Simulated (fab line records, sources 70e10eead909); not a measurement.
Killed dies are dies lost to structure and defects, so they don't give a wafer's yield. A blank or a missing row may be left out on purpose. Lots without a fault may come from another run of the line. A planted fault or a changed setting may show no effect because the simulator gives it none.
Chamber matching | flow nand_harc | NHARC_A_ZERO_WELL_ETCH_13 on rie_si-01: 4 sister chambers
The step etches the open film in HBr/Cl2, target depth 120 nm, time 40.1 s. 8 wafers are shown with their chamber, then 8 later ones without.

WAFERS WITH THEIR CHAMBER
wafer  | chamber | drypump_motor_current_A (A) | throttle_valve_pct (%)
L075.4 | 0       | 5.5                         | 26.400
L079.3 | 3       | 5.8                         | 26.417
L079.6 | 0       | 5.4                         | 26.391
L084.3 | 3       | 5.8                         | 26.411
L084.5 | 1       | 6.2                         | 26.393
L087.2 | 1       | 6.2                         | 26.408
L087.5 | 2       | 6.6                         | 26.397
L090.4 | 2       | 6.5                         | 26.402

WAFERS WITHOUT THEIR CHAMBER
wafer  | drypump_motor_current_A (A) | throttle_valve_pct (%)
L090.5 | 6.6                         | 26.399
L090.6 | 5.8                         | 26.409
L092.1 | 6.2                         | 26.422
L092.2 | 5.8                         | 26.389
L092.3 | 6.6                         | 26.390
L097.2 | 5.8                         | 26.394
L097.4 | 6.2                         | 26.408
L097.6 | 6.5                         | 26.420

WHICH CHAMBER EACH WENT THROUGH
wafer  | from the rows above | in truth
L090.5 | 2                   | 2
L090.6 | 3                   | 3
L092.1 | 1                   | 1
L092.2 | 3                   | 3
L092.3 | 2                   | 2
L097.2 | 3                   | 3
L097.4 | 1                   | 1
L097.6 | 2                   | 2
Placed correctly: 8 of 8. Can't be placed from these rows: 0. Placed wrongly: 0.
How it was worked out, from the rows above alone: a wafer's distance from a chamber is the root of the sum, over the readings, of the square of ((its reading less the chamber's mean) divided by the reading's scatter). The wafer belongs to the nearest chamber; if the next one is less than 2 further off, it can't be placed. A chamber's mean is the mean of its shown wafers. The scatter: the root of (the sum of the squares of (reading less its chamber's mean) over the shown wafers, divided by (wafers less chambers)).
